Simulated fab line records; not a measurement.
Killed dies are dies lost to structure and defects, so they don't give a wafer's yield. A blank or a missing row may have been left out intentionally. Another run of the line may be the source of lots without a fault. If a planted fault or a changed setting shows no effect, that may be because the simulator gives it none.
Matching of chambers | flow nandHarc | NHARC_A_CONTACT_ETCH_75 on rieDiel-11 has 4 sister chambers
The step etches the open film in CF4, target depth 39 nm, time 65 s. 18 wafers are shown with their chamber, then 9 later ones without.

## EACH WAFER AND ITS CHAMBER
wafer  | chamber | showerheadPlenumPTorr (Torr) | drypumpMotorCurrentA (A) | rfVppV (V)
L075.1 | 3       | 1.84                         | 5.1                      | 152.6
L075.4 | 1       | 1.66                         | 6.1                      | 149.3
L075.5 | 3       | 1.84                         | 5.1                      | 150.7
L076.1 | 1       | 1.66                         | 6.1                      | 151.2
L076.3 | 2       | 1.68                         | 5.8                      | 150.8
L076.5 | 3       | 1.84                         | 5.0                      | 151.6
L077.1 | 2       | 1.67                         | 5.8                      | 149.8
L077.3 | 1       | 1.66                         | 6.1                      | 149.4
L077.6 | 2       | 1.67                         | 5.8                      | 149.8
L079.1 | 1       | 1.66                         | 6.1                      | 150.4
L079.3 | 3       | 1.84                         | 5.0                      | 153.3
L079.5 | 1       | 1.66                         | 6.1                      | 148.8
L081.2 | 0       | 1.86                         | 5.4                      | 152.7
L081.3 | 2       | 1.67                         | 5.8                      | 150.9
L081.5 | 0       | 1.86                         | 5.4                      | 153.0
L089.2 | 0       | 1.86                         | 5.4                      | 150.4
L089.4 | 2       | 1.67                         | 5.8                      | 150.0
L089.5 | 3       | 1.83                         | 5.1                      | 152.3

SIGNATURES, as means of the wafers listed above
reading               | chamber 0 | chamber 1 | chamber 2 | chamber 3 | scatter within a chamber
showerheadPlenumPTorr | 1.8600    | 1.6600    | 1.6720    | 1.8380    | 0.00338
drypumpMotorCurrentA  | 5.400     | 6.100     | 5.800     | 5.060     | 0.0293
rfVppV                | 152.033   | 149.820   | 150.260   | 152.100   | 0.96
Rule: a wafer lies at a distance from a chamber equal to the root of the sum of squares, over the readings, of (its reading less the chamber's mean, divided by the reading's scatter). If the next closest chamber is less than 2 further off than the closest, the wafer can't be placed; otherwise it belongs to the closest. The scatter: take each reading less its chamber's mean, square it, sum over the shown wafers, divide by the number of wafers less the number of chambers, and take the root.

## WAFERS MISSING THEIR CHAMBER
wafer  | showerheadPlenumPTorr (Torr) | drypumpMotorCurrentA (A) | rfVppV (V)
L090.1 | 1.67                         | 5.7                      | 150.2
L090.5 | 1.86                         | 5.4                      | 151.7
L090.6 | 1.83                         | 5.1                      | 153.2
L096.1 | 1.67                         | 5.8                      | 149.3
L096.4 | 1.65                         | 6.1                      | 149.9
L096.5 | 1.83                         | 5.0                      | 151.5
L097.1 | 1.65                         | 6.0                      | 150.2
L097.2 | 1.67                         | 5.8                      | 150.3
L097.3 | 1.83                         | 5.0                      | 151.9

## THE CHAMBER EACH PASSED THROUGH
wafer  | from the rows above | in truth
L090.1 | 2                   | 2
L090.5 | 0                   | 0
L090.6 | 3                   | 3
L096.1 | 2                   | 2
L096.4 | 1                   | 1
L096.5 | 3                   | 3
L097.1 | 1                   | 1
L097.2 | 2                   | 2
L097.3 | 3                   | 3
Correctly placed: 9 of 9. From these rows, 0 cannot be placed. 0 placed wrongly.
